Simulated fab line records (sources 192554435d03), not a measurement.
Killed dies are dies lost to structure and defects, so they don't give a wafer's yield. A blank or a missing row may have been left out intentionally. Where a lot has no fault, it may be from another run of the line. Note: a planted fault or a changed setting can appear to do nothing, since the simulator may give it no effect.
Chamber matching || flow n5 finfet || rie diel-02 running N5_FIN_CUT_ETCH_20: 4 sister chambers
The step etches SiARC in CF4, target depth 26 nm, time 43.3 s. 4 wafers are shown with their chamber, then 9 later ones without.

== EACH WAFER AND ITS CHAMBER ==
{"wafer": "L080.5", "chamber": 1, "drypump motor current A (A)": 5.2}
{"wafer": "L086.1", "chamber": 0, "drypump motor current A (A)": 5.0}
{"wafer": "L086.4", "chamber": 3, "drypump motor current A (A)": 5.5}
{"wafer": "L086.6", "chamber": 2, "drypump motor current A (A)": 5.8}

== WAFERS MISSING THEIR CHAMBER ==
{"wafer": "L087.1", "drypump motor current A (A)": 5.4}
{"wafer": "L087.2", "drypump motor current A (A)": 5.2}
{"wafer": "L087.3", "drypump motor current A (A)": 5.0}
{"wafer": "L089.4", "drypump motor current A (A)": 5.7}
{"wafer": "L089.5", "drypump motor current A (A)": 5.0}
{"wafer": "L089.6", "drypump motor current A (A)": 5.5}
{"wafer": "L092.1", "drypump motor current A (A)": 5.5}
{"wafer": "L092.4", "drypump motor current A (A)": 5.2}
{"wafer": "L092.5", "drypump motor current A (A)": 5.0}

== THE CHAMBER EACH PASSED THROUGH ==
{"wafer": "L087.1", "from the rows above": 3, "in truth": 3}
{"wafer": "L087.2", "from the rows above": 1, "in truth": 1}
{"wafer": "L087.3", "from the rows above": 0, "in truth": 0}
{"wafer": "L089.4", "from the rows above": 2, "in truth": 2}
{"wafer": "L089.5", "from the rows above": 0, "in truth": 0}
{"wafer": "L089.6", "from the rows above": 3, "in truth": 3}
{"wafer": "L092.1", "from the rows above": 3, "in truth": 3}
{"wafer": "L092.4", "from the rows above": 1, "in truth": 1}
{"wafer": "L092.5", "from the rows above": 0, "in truth": 0}
Correct placement for 9 of the 9. Not placeable from these rows: 0. Wrongly placed: 0.
How it was worked out, from the rows above alone: a wafer's distance from a chamber is the root of the sum, over the readings, of the square of ((its reading less the chamber's mean) divided by the reading's scatter). The wafer belongs to the nearest chamber; if the next one is less than 2 further off, it can't be placed. For every chamber, the mean is computed from those of its wafers that are shown. The scatter (one wafer shown for each chamber): square how far every hidden wafer sits from the nearest shown wafer, average those squares and take the square root.
